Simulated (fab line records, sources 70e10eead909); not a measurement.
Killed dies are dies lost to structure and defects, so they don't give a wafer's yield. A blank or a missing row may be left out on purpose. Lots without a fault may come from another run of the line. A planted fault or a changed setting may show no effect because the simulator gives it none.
Chamber matching | flow nand_harc | NHARC_P_CONTACT_CMP_01 on cmp-02: 4 sister chambers
The step polishes SiO2, target thk 200 nm. 8 wafers are shown with their chamber, then 8 later ones without.

WAFERS WITH THEIR CHAMBER
wafer  | chamber | motor_current_A (A)
L793.6 | 1       | 11.1
L794.6 | 0       | 13.5
L796.1 | 0       | 13.5
L796.2 | 3       | 10.8
L797.1 | 3       | 10.8
L797.3 | 1       | 11.6
L797.5 | 2       | 11.8
L798.2 | 2       | 11.9

WAFERS WITHOUT THEIR CHAMBER
wafer  | motor_current_A (A)
L798.3 | 10.9
L798.6 | 11.3
L812.2 | 11.1
L812.3 | 11.6
L812.6 | 10.7
L813.3 | 10.6
L813.5 | 12.0
L813.6 | 10.8

WHICH CHAMBER EACH WENT THROUGH
wafer  | from the rows above     | in truth
L798.3 | can't be placed: 3 or 1 | 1
L798.6 | 1                       | 1
L812.2 | can't be placed: 1 or 3 | 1
L812.3 | can't be placed: 1 or 2 | 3
L812.6 | 3                       | 3
L813.3 | 3                       | 3
L813.5 | 2                       | 2
L813.6 | 3                       | 3
Placed correctly: 5 of 8. Can't be placed from these rows: 3 (the true chamber is among the candidates in 2). Placed wrongly: 0.
How it was worked out, from the rows above alone: a wafer's distance from a chamber is the root of the sum, over the readings, of the square of ((its reading less the chamber's mean) divided by the reading's scatter). The wafer belongs to the nearest chamber; if the next one is less than 2 further off, it can't be placed. A chamber's mean is the mean of its shown wafers. The scatter: the root of (the sum of the squares of (reading less its chamber's mean) over the shown wafers, divided by (wafers less chambers)).
